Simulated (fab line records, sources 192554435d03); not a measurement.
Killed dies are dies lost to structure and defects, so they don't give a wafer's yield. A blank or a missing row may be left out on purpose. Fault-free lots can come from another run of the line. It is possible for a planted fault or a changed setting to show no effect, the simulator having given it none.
fab line records ; flow n5Finfet
record lots=9; wafers=27; lastDay=17
route steps=1938 shown BEOL_M2@866 BEOL_M4@1111
lots untouched by any fault: they come from a run of this same line in which no faults occurred
startH: hours from the record's opening day to when the first of the lot's shown wafers began ; waitH: how many hours have passed since the lot's step before this one ; " same as the row above ; L1.1+2: several wafers, shown together as one row ; - either no value or no given start ; * or withheld: withheld ; < > ~ a bound
route shown NAME@n: NAME is a module with steps in the file, n the number in the route of the first one ; usual: the fault-free wafers' mean and standard deviation ; same: alike in all rows ; chamber/n: place in a boat ; sites: per-site readings ; _std_site: how widely they spread, as a standard deviation ; _edge_site: inner sites' mean taken away from outer sites' mean ; radiusMm: how far each site lies from the wafer's centre ; mask NAME#n: copy n ; behind: the last tool/chamber to shape the wafer ; hold: why the lot was held/for how many hours/how that ended ; device: names the non-switching transistor (n, p or np) ; end of line: the route-end tests of the same wafers ; for a step that has no rows: nothing shown but its recipe ; killed: dies lost to structure and defects at the first sort, not the wafer's yield ; map: per-die view of a wafer (x killed, . not killed, _ where there is no die)
set.NAME: the setting as run; set.NAME@STEP: as run at that earlier step ; model.NAME: the simulator's own value behind a step, which no gauge read
route steps across a sampled set of lots; one table per step, one row per wafer
services: when a tool's chamber went out of use (startH, in hours from the record's first day, below 0 if earlier), for how many hours, and the reason
## steps
# step N5_BEOL_M2_CD_MEAS_18
# recipe pitchNm=36; targetCdNm=18
# usual cdNm=18.1/0.41
lot.wafer;tool;chamber;startH;waitH;cdNm
L215.1;cdSem-01;-;132.60;0.0;19.3
L215.3;cdSem-01;-;132.60;0.0;17.6
L215.6;cdSem-01;-;132.60;0.0;18.5
L217.4;cdSem-02;-;160.37;0.0;17.4
L217.5;cdSem-02;-;160.37;0.0;18.4
L217.6;cdSem-02;-;160.37;0.0;17.7
L219.1;cdSem-03;-;161.00;0.0;18.1
L219.5;cdSem-03;-;161.00;0.0;17.9
L219.6;cdSem-03;-;161.00;0.0;18.2
L225.2;cdSem-01;-;196.79;0.1;17.9
L225.3;cdSem-01;-;196.79;0.1;18.9
L225.5;cdSem-01;-;196.79;0.1;18.3
L230.1;cdSem-02;-;226.26;0.0;17.7
L230.3;cdSem-02;-;226.26;0.0;18.6
L230.5;cdSem-02;-;226.26;0.0;17.8
L231.4;cdSem-02;-;226.67;0.1;17.6
L231.5;cdSem-02;-;226.67;0.1;18.3
L231.6;cdSem-02;-;226.67;0.1;17.6
L232.2;cdSem-01;-;239.11;0.1;18.4
L232.4;cdSem-01;-;239.11;0.1;17.7
L232.6;cdSem-01;-;239.11;0.1;18.1
L234.2;cdSem-01;-;246.13;0.1;17.9
L234.4;cdSem-01;-;246.13;0.1;18.1
L234.5;cdSem-01;-;246.13;0.1;18.4
L236.2;cdSem-01;-;258.27;0.1;17.8
L236.5;cdSem-01;-;258.27;0.1;18.7
L236.6;cdSem-01;-;258.27;0.1;18.0
# step N5_BEOL_M2_DESCUM_33
# recipe chemistry=O2; timeS=7; sourcePowerW=50; biasPowerW=20; pressureMtorr=20; rfFrequencyHz=2.712e+07; tempC=40; resist=CAR-EUV; o2FlowSccm=225
# usual drypumpMotorCurrentA=5.6/0.42; o2FlowSccm=225.0/0.67; oesProductAu=0.76/0.064; rfVppV=242.8/1.4; showerheadPlenumPTorr=2.07/0.074; tempC=40.02/0.11; throttleValvePct=20.47/0.16
lot.wafer;tool;chamber;startH;waitH;drypumpMotorCurrentA;o2FlowSccm;oesProductAu;rfHoursCounterH;rfVppV;showerheadPlenumPTorr;tempC;throttleValvePct
L215.1;rieDiel-04;0;133.05;0.0;6.1;224.7;0.74;196;245.7;2.18;40.02;20.56
L215.3;rieDiel-04;2;133.05;0.0;6.0;224.8;0.72;192;242.9;2.07;39.94;20.37
L215.6;rieDiel-04;0;133.05;0.0;6.1;225.1;0.74;-;243.2;2.19;40.13;20.56
L217.4;rieDiel-02;3;160.93;0.0;5.2;223.7;0.86;43;241.6;2.03;39.92;20.45
L217.5;rieDiel-02;0;160.93;0.0;5.9;224.4;0.72;-;243.5;2.17;39.91;20.34
L217.6;rieDiel-02;1;160.93;0.0;5.7;224.7;0.73;-;241.3;1.98;40.08;20.19
L219.1;rieDiel-04;2;161.57;0.0;6.0;224.9;0.71;202;242.8;2.06;39.97;20.39
L219.5;rieDiel-04;2;161.57;0.0;6.0;225.1;0.72;-;243.6;2.06;40.06;20.38
L219.6;rieDiel-04;3;161.57;0.0;5.5;225.5;0.77;-;242.7;2.04;39.97;20.50
L225.2;rieDiel-06;1;197.40;0.1;6.2;225.1;0.89;47;241.1;2.02;39.99;20.43
L225.3;rieDiel-06;3;197.40;0.1;5.5;226.2;0.84;71;242.0;2.03;40.03;20.29
L225.5;rieDiel-06;2;197.40;0.1;5.5;225.1;0.74;-;242.0;2.08;39.71;20.73
L230.1;rieDiel-06;3;226.72;0.1;5.5;224.8;0.82;81;242.6;2.03;40.18;20.32
L230.3;rieDiel-06;1;226.72;0.1;6.1;224.9;0.88;58;242.6;2.01;39.96;20.45
L230.5;rieDiel-06;1;226.72;0.1;6.2;224.1;0.86;-;242.4;2.01;40.16;20.45
L231.4;rieDiel-04;0;227.10;0.0;6.1;225.5;0.71;230;244.3;2.17;40.00;20.60
L231.5;rieDiel-04;0;227.10;0.0;6.1;224.9;0.71;-;245.5;2.17;40.17;20.59
L231.6;rieDiel-04;1;227.10;0.0;5.1;224.4;0.76;-;242.9;1.98;40.05;20.67
L232.2;rieDiel-04;2;239.68;0.0;6.0;224.8;0.69;229;242.7;2.06;39.98;20.42
L232.4;rieDiel-04;3;239.68;0.0;5.5;226.8;0.75;144;242.9;2.03;39.89;20.58
L232.6;rieDiel-04;1;239.68;0.0;5.1;224.9;0.75;-;242.1;1.98;39.85;20.66
L234.2;rieDiel-02;2;246.61;0.1;4.8;225.6;0.72;204;243.9;2.17;40.08;20.49
L234.4;rieDiel-02;3;246.61;0.1;5.2;224.0;0.81;-;241.5;2.02;40.08;20.49
L234.5;rieDiel-02;2;246.61;0.1;4.8;225.2;0.72;-;244.2;2.17;40.04;20.47
L236.2;rieDiel-02;2;258.72;0.0;4.8;224.5;0.72;210;245.3;2.17;40.16;20.49
L236.5;rieDiel-02;1;258.72;0.0;5.6;224.1;0.70;-;241.6;1.97;39.83;20.23
L236.6;rieDiel-02;3;258.72;0.0;5.2;224.8;0.81;-;242.3;2.02;40.17;20.51
# step N5_BEOL_M2_ETCH_77
# recipe chemistry=N2/H2; target=underlayer; targetDepthA=65; maskMaterial=CAR-EUV; timeS=5.2; ionEnergyEv=200; pressureMtorr=30; sourceW=840; biasW=150; n2FlowSccm=200; h2FlowSccm=200; ends=cleared
# usual drypumpMotorCurrentA=5.6/0.42; etchRfOnTimeS=5.20/0.18; oesProductAu=0.65/0.062; rfVppV=523.3/2.6; showerheadPlenumPTorr=2.51/0.084; throttleValvePct=17.91/0.29
lot.wafer;tool;chamber;startH;waitH;drypumpMotorCurrentA;etchRfOnTimeS;oesProductAu;rfHoursCounterH;rfVppV;showerheadPlenumPTorr;throttleValvePct
L215.1;rieDiel-04;0;133.08;0.0;6.1;5.18;0.61;196;526.3;2.64;17.94
L215.3;rieDiel-04;2;133.08;0.0;6.0;5.33;0.60;192;522.0;2.50;17.68
L215.6;rieDiel-04;0;133.08;0.0;6.1;5.25;0.62;-;526.2;2.64;17.90
L217.4;rieDiel-02;3;160.97;0.0;5.2;4.87;0.76;43;523.0;2.51;18.13
L217.5;rieDiel-02;0;160.97;0.0;5.9;5.34;0.61;-;526.0;2.62;17.71
L217.6;rieDiel-02;1;160.97;0.0;5.6;5.27;0.61;-;521.3;2.41;17.63
L219.1;rieDiel-04;2;161.60;0.0;6.0;5.31;0.60;202;521.6;2.50;17.68
L219.5;rieDiel-04;2;161.60;0.0;6.0;5.29;0.59;-;524.1;2.50;17.72
L219.6;rieDiel-04;3;161.60;0.0;5.5;4.92;0.68;-;522.1;2.41;17.45
L225.2;rieDiel-06;1;197.44;0.0;6.2;5.22;0.76;47;520.7;2.48;18.01
L225.3;rieDiel-06;3;197.44;0.0;5.5;5.24;0.72;71;521.7;2.47;17.75
L225.5;rieDiel-06;2;197.44;0.0;5.5;5.48;0.62;-;524.9;2.56;18.35
L230.1;rieDiel-06;3;226.75;0.0;5.5;5.25;0.70;81;521.3;2.46;17.75
L230.3;rieDiel-06;1;226.75;0.0;6.2;5.21;0.74;58;521.8;2.48;18.03
L230.5;rieDiel-06;1;226.75;0.0;6.2;5.15;0.74;-;522.9;2.48;18.03
L231.4;rieDiel-04;0;227.14;0.0;6.1;3.27;0.80;230;526.0;2.63;18.00
L231.5;rieDiel-04;0;227.14;0.0;6.1;3.28;0.80;-;525.5;2.63;17.99
L231.6;rieDiel-04;1;227.14;0.0;5.2;3.24;0.83;-;518.9;2.44;18.49
L232.2;rieDiel-04;2;239.72;0.0;6.0;3.46;0.76;229;522.3;2.49;17.80
L232.4;rieDiel-04;3;239.72;0.0;5.5;3.06;0.88;144;518.5;2.40;17.57
L232.6;rieDiel-04;1;239.72;0.0;5.2;3.29;0.83;-;519.3;2.44;18.52
L234.2;rieDiel-02;2;246.65;0.0;4.8;5.39;0.61;204;526.1;2.63;17.93
L234.4;rieDiel-02;3;246.65;0.0;5.2;5.02;0.71;-;522.3;2.49;18.16
L234.5;rieDiel-02;2;246.65;0.0;4.8;5.37;0.61;-;527.9;2.63;17.93
L236.2;rieDiel-02;2;258.76;0.0;4.8;5.34;0.61;210;527.8;2.63;17.92
L236.5;rieDiel-02;1;258.76;0.0;5.7;5.38;0.58;-;521.8;2.40;17.67
L236.6;rieDiel-02;3;258.76;0.0;5.2;4.97;0.71;-;522.8;2.49;18.18
# step N5_BEOL_M2_ETCH_70
# recipe chemistry=N2/H2; target=SOC; targetDepthA=800; overetchA=240; maskMaterial=SiARC; tempC=40; timeS=130; ionEnergyEv=200; pressureMtorr=30; sourceW=840; biasW=150; n2FlowSccm=200; h2FlowSccm=200
# usual drypumpMotorCurrentA=5.6/0.4; oesProductAu=0.57/0.054; rfVppV=523.1/2.2; showerheadPlenumPTorr=2.51/0.077; tempC=40.00/0.12; throttleValvePct=17.88/0.26
lot.wafer;tool;chamber;startH;waitH;drypumpMotorCurrentA;oesProductAu;rfHoursCounterH;rfVppV;showerheadPlenumPTorr;tempC;throttleValvePct
L215.1;rieDiel-06;1;135.41;0.0;6.2;0.68;19;523.0;2.49;40.02;17.92
L215.3;rieDiel-06;2;135.41;0.0;5.5;0.55;169;523.5;2.56;39.89;18.29
L215.6;rieDiel-06;2;135.41;0.0;5.5;0.56;-;523.3;2.56;39.96;18.28
L217.4;rieDiel-02;0;162.70;0.0;5.9;0.53;225;525.5;2.62;39.98;17.69
L217.5;rieDiel-02;3;162.70;0.0;5.2;0.63;-;520.7;2.51;40.03;18.05
L217.6;rieDiel-02;0;162.70;0.0;5.9;0.52;-;525.5;2.62;40.08;17.67
L219.1;rieDiel-02;1;164.62;0.0;5.7;0.52;194;519.9;2.41;40.07;17.58
L219.5;rieDiel-02;0;164.62;0.0;5.9;0.53;-;524.9;2.62;39.95;17.69
L219.6;rieDiel-02;1;164.62;0.0;5.6;0.52;-;521.0;2.41;39.86;17.59
L225.2;rieDiel-02;0;202.27;0.0;5.9;0.53;236;526.2;2.61;40.11;17.70
L225.3;rieDiel-02;3;202.27;0.0;5.2;0.62;55;522.7;2.50;40.17;18.08
L225.5;rieDiel-02;1;202.27;0.0;5.7;0.52;-;521.6;2.41;40.06;17.61
L230.1;rieDiel-02;0;228.57;0.0;5.9;0.52;245;525.4;2.61;39.86;17.73
L230.3;rieDiel-02;2;228.57;0.0;4.8;0.54;197;524.7;2.64;39.96;17.85
L230.5;rieDiel-02;0;228.57;0.0;5.9;0.52;-;526.2;2.61;39.91;17.70
L231.4;rieDiel-04;3;233.22;0.0;5.5;0.56;141;521.3;2.40;40.21;17.44
L231.5;rieDiel-04;2;233.22;0.0;6.0;0.51;-;524.0;2.49;39.95;17.70
L231.6;rieDiel-04;1;233.22;0.0;5.1;0.54;-;521.1;2.44;40.04;18.41
L232.2;rieDiel-06;3;240.75;0.0;5.5;0.61;86;522.0;2.46;39.89;17.73
L232.4;rieDiel-06;0;240.75;0.0;5.7;0.68;18;520.8;2.51;40.15;17.64
L232.6;rieDiel-06;1;240.75;0.0;6.2;0.63;-;522.5;2.47;39.80;18.00
L234.2;rieDiel-04;0;252.97;0.0;6.1;0.51;238;524.9;2.62;40.14;17.93
L234.4;rieDiel-04;2;252.97;0.0;6.0;0.50;234;522.1;2.49;39.97;17.71
L234.5;rieDiel-04;0;252.97;0.0;6.1;0.51;-;526.9;2.62;39.90;17.94
L236.2;rieDiel-06;3;259.38;0.0;5.5;0.60;95;520.6;2.46;40.14;17.77
L236.5;rieDiel-06;3;259.38;0.0;5.5;0.61;-;521.7;2.46;39.92;17.76
L236.6;rieDiel-06;1;259.38;0.0;6.2;0.63;-;521.6;2.47;40.03;18.01
# step N5_BEOL_M4_RC_MEAS_101
# usual DIBL_N=37.3/2.3; DIBL_P=37.4/2.9; IOFF_N=0.18/0.045; IOFF_P=0.25/0.054; ION_N=679/15; ION_P=468/9.7; SS_N=71.8/0.62; SS_P=73.6/0.76; VT_N=248/4.1; VT_P=-248/3.6
lot.wafer;tool;chamber;startH;waitH;DIBL_N[mV/V];DIBL_P[mV/V];IOFF_N[nA/um];IOFF_P[nA/um];ION_N[uA/um];ION_P[uA/um];SS_N[mV/dec];SS_P[mV/dec];VT_N[mV];VT_P[mV]
L215.1;prober-02;0;163.72;0.0;40.0;39.1;0.22;0.33;686;470;71.7;73.7;242;-242
L215.3;prober-02;0;163.72;0.0;36.8;35.1;0.16;0.23;680;469;71.4;73.0;249;-248
L215.6;prober-02;0;163.72;0.0;42.1;40.9;0.27;0.35;691;472;72.3;74.2;243;-241
L217.4;prober-02;0;189.93;0.5;33.6;32.9;0.12;0.20;655;456;71.0;73.3;252;-247
L217.5;prober-02;0;189.93;0.5;32.9;33.4;0.12;0.20;667;469;70.7;72.9;255;-248
L217.6;prober-02;0;189.93;0.5;37.0;36.0;0.18;0.24;675;464;71.3;73.5;247;-249
L219.1;prober-01;0;190.00;0.5;36.8;36.0;0.17;0.23;683;464;71.3;73.0;251;-249
L219.5;prober-01;0;190.00;0.5;38.7;38.6;0.21;0.28;687;473;72.1;74.0;247;-245
L219.6;prober-01;0;190.00;0.5;37.2;37.3;0.18;0.26;692;480;71.9;74.4;248;-245
L225.2;prober-01;0;235.89;0.2;36.9;38.9;0.18;0.25;673;462;72.5;73.3;247;-249
L225.3;prober-01;0;235.89;0.2;32.6;32.7;0.11;0.16;675;461;70.8;72.4;258;-254
L225.5;prober-01;0;235.89;0.2;36.2;38.4;0.19;0.25;692;472;72.3;73.1;246;-246
L230.1;prober-01;0;262.31;0.0;41.3;41.0;0.29;0.34;697;476;71.5;74.8;239;-244
L230.3;prober-01;0;262.31;0.0;36.2;35.4;0.17;0.23;689;479;71.1;73.6;246;-246
L230.5;prober-01;0;262.31;0.0;35.9;33.3;0.14;0.19;667;455;71.7;72.6;251;-250
L231.4;prober-02;0;269.11;0.5;33.5;34.4;0.14;0.20;669;463;70.6;73.1;251;-249
L231.5;prober-02;0;269.11;0.5;32.0;33.1;0.13;0.19;679;468;70.6;72.6;249;-250
L231.6;prober-02;0;269.11;0.5;35.5;35.0;0.16;0.21;652;450;71.8;73.5;251;-253
L232.2;prober-01;0;270.82;0.2;38.4;39.6;0.22;0.29;672;459;73.0;74.3;248;-246
L232.4;prober-01;0;270.82;0.2;36.5;37.6;0.18;0.25;695;473;71.3;74.1;248;-246
L232.6;prober-01;0;270.82;0.2;37.4;38.9;0.21;0.28;703;474;71.7;74.2;245;-244
L234.2;prober-02;0;274.66;0.2;39.6;38.4;0.19;0.25;683;464;71.9;74.1;248;-251
L234.4;prober-02;0;274.66;0.2;41.1;40.5;0.23;0.32;682;467;73.4;74.8;246;-244
L234.5;prober-02;0;274.66;0.2;36.8;33.9;0.14;0.17;653;449;71.7;72.3;255;-253
L236.2;prober-02;0;295.89;0.2;40.7;41.8;0.23;0.30;679;467;72.8;73.9;244;-248
L236.5;prober-02;0;295.89;0.2;35.8;35.6;0.14;0.20;662;462;71.7;73.1;252;-252
L236.6;prober-02;0;295.89;0.2;39.5;41.2;0.22;0.28;677;464;73.2;74.6;246;-249
## services
tool;chamber;startH;hours;kind
rieDiel-06;2;148.52;29.0;repair
rieDiel-02;3;166.84;4.9;repair
rieDiel-02;-;177.25;2.8;pm
rieDiel-06;0;177.60;-;clean
rieDiel-06;0;177.60;-;consumableReplace:focusRing
rieDiel-06;0;177.60;13.5;scheduledDown
rieDiel-06;0;177.60;13.5;ventCycle
rieDiel-04;2;179.58;5.0;repair
rieDiel-02;0;197.42;3.8;repair
rieDiel-02;0;240.73;-;clean
rieDiel-02;0;240.73;-;consumableReplace:focusRing
rieDiel-06;0;247.66;11.7;repair
## key
firstSign step=N5_BEOL_M2_ETCH_77; reading=etchRfOnTimeS; direction=down; sigmas=11; usual=*; struck=*
effect step=N5_BEOL_M2_ETCH_77; reading=oesProductAu; direction=up; sigmas=2.7; usual=0.65; struck=0.82
metAt N5_BEOL_M2_ETCH_77
struckLots L231,L232
notActingAt N5_BEOL_M2_CD_MEAS_18,N5_BEOL_M2_DESCUM_33,N5_BEOL_M2_ETCH_70
onsetBetween 161.60 227.14
fault kind=processParameterDrift; tool=rieDiel-04; chamber=-; onsetH=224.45; steps=N5_BEOL_M2_ETCH_77; channel=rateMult; offset=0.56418; shape=step; endH=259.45
